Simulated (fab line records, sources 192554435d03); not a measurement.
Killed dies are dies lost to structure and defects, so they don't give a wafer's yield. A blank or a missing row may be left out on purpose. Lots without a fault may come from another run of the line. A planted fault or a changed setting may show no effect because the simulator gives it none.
A struck lot beside a sound one | flow n5_finfet | 17 steps out of a route of 1938
Sound: wafers L323.1, L323.5, L323.6. Struck: wafer L344.1. (L344.4, L344.5 of the same lot were not struck and are left out.) The cause comes at the end.
At each step with rows: each side's tool, then ch and its chambers, then its first start. Under that, the readings that differ: sound wafers | struck wafers | difference of the means | sigmas: that difference in standard deviations of wafers without a fault.
alike: readings whose means differ by less than 2 such deviations, and words and numbers that are the same on both sides. not compared: withheld readings, readings that some wafer has no value for, bounds like >300 that may hide the same value, and numbers for which the record gives no deviation and whose values overlap.
The two part at a step that has a row with sigmas, a row that says differs or no value, or rows on one side only. Numbers that don't overlap but have no deviation are shown without sigmas and don't part them. A reading that every wafer of one side lacks parts them only if that side has two wafers or more.

N5_PASSIVATION_ETCH_15: etches SiCN in CF4/N2, target depth 75 nm, time 81.2 s.
  sound on rie_diel-05 ch 1,2; struck on rie_diel-06 ch 3
  alike: drypump_motor_current_A, oes_product_au, rf_vpp_V, showerhead_plenum_p_Torr, throttle_valve_pct
  not compared: rf_hours_counter_h
then, 2 steps without rows for these wafers: N5_PASSIVATION_STRIP_73 (strips in post etch residue remover, time 60 s); N5_PASSIVATION_SRD_17 (time 30 s, dry time 30 s).
N5_PASSIVATION_DEGAS_18: time 60 s.
  sound on pvd_sputter-03, day 11 20:30; struck on pvd_sputter-02, day 17 20:11
  reading            | sound       | struck | difference | sigmas
  heater_power_w (W) | 503 486 464 | 339    | -145       | -3
N5_PASSIVATION_PRE_CLEAN_19:
  sound on pvd_sputter-03, day 11 20:32; struck on pvd_sputter-02, day 17 20:14
  reading            | sound       | struck | difference | sigmas
  heater_power_w (W) | 508 474 462 | 331    | -150       | -3
N5_PASSIVATION_SPUTTER_20: material TaN, target thk 50 nm.
  sound on pvd_sputter-03, day 11 20:35; struck on pvd_sputter-02, day 17 20:16
  alike: throttle_valve_pct
N5_PASSIVATION_AL_DEP_21: deposits Al, target thk 2800 nm, time 170 s.
  sound on pvd_sputter-03, day 11 20:41; struck on pvd_sputter-02, day 17 20:22
  alike: throttle_valve_pct
then, 5 steps without rows for these wafers: N5_PASSIVATION_HMDS_23 (time 60 s); N5_PASSIVATION_COAT_24; N5_PASSIVATION_EBR_26; N5_PASSIVATION_SOFTBAKE_25 (time 90 s); N5_PASSIVATION_EXPOSE_27 (exposes mask PAD, defocus 0 nm).
N5_PASSIVATION_PEB_28:
  sound on litho_track-01 ch 0, day 11 21:09; struck on litho_track-01 ch 0, day 17 20:43
then, 2 steps without rows for these wafers: N5_PASSIVATION_DEVELOP_29 (develop time 60 s); N5_PASSIVATION_HARDBAKE_31 (time 120 s).
N5_PASSIVATION_CD_MEAS_30: target cd 4000 nm.
  sound on cd_sem-01 ch 0, day 11 21:16; struck on cd_sem-03 ch 0, day 17 20:50
  reading    | sound                | struck | difference | sigmas
  cd_nm (nm) | 3999.4 3999.0 3999.7 | 4008.3 | +8.9       | +7
N5_PASSIVATION_OVL_MEAS_63:
  sound on overlay-01 ch 0, day 11 21:18; struck on overlay-01 ch 0, day 17 20:52
  alike: PAD_OVL

WHERE THEY PART
First at N5_PASSIVATION_DEGAS_18; last, within this record, at N5_PASSIVATION_CD_MEAS_30. Later steps at which nothing parts them and some readings are alike: N5_PASSIVATION_OVL_MEAS_63.

WHY: what the simulator had put in
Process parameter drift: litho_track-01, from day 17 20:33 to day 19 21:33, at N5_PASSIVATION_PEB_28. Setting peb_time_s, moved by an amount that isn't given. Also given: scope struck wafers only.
